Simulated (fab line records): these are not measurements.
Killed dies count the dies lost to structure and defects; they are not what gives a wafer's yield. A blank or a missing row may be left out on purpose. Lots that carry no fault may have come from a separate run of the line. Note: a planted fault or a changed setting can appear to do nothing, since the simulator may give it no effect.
Chamber matching + flow nand harc + ald metal-01 running NHARC_P_CONTACT_ALD_22: 4 sister chambers
The step deposits TiN, target thk 3 nm, pulse time 1 s, ald cycles 150. 4 wafers are shown with their chamber, then 11 later ones without.

WAFERS WITH THEIR CHAMBER
| wafer  | chamber | heater power w (W) |
|--------|---------|--------------------|
| L086.6 | 3       | 1368               |
| L090.5 | 1       | 860                |
| L090.6 | 2       | 1047               |
| L092.2 | 0       | 984                |

WAFERS WITH NO CHAMBER GIVEN
| wafer  | heater power w (W) |
|--------|--------------------|
| L092.3 | 1341               |
| L092.6 | 945                |
| L094.3 | 954                |
| L094.4 | 1339               |
| L094.5 | 962                |
| L096.1 | 851                |
| L096.2 | 993                |
| L096.4 | 1060               |
| L096.3 | 1384               |
| L096.5 | 1072               |
| L096.6 | 1352               |

THE CHAMBER EACH PASSED THROUGH
| wafer  | from the rows above     | in truth |
|--------|-------------------------|----------|
| L092.3 | 3                       | 3        |
| L092.6 | can't be placed: 0 or 1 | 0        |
| L094.3 | 0                       | 0        |
| L094.4 | 3                       | 3        |
| L094.5 | 0                       | 0        |
| L096.1 | 1                       | 1        |
| L096.2 | can't be placed: 0 or 2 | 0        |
| L096.4 | 2                       | 2        |
| L096.3 | 3                       | 3        |
| L096.5 | 2                       | 2        |
| L096.6 | 3                       | 3        |
Placed correctly: 9 of 11. Can't be placed from these rows: 2 (the true chamber is among the candidates in 2). Number placed wrongly: 0.
How it was worked out, from the rows above alone: a wafer's distance from a chamber is the root of the sum, over the readings, of the square of ((its reading less the chamber's mean) divided by the reading's scatter). The wafer belongs to the nearest chamber; if the next one is less than 2 further off, it can't be placed. A chamber's mean is the mean of its shown wafers. The scatter: root of mean squared gap, hidden wafer to nearest shown wafer, with one shown wafer a chamber.
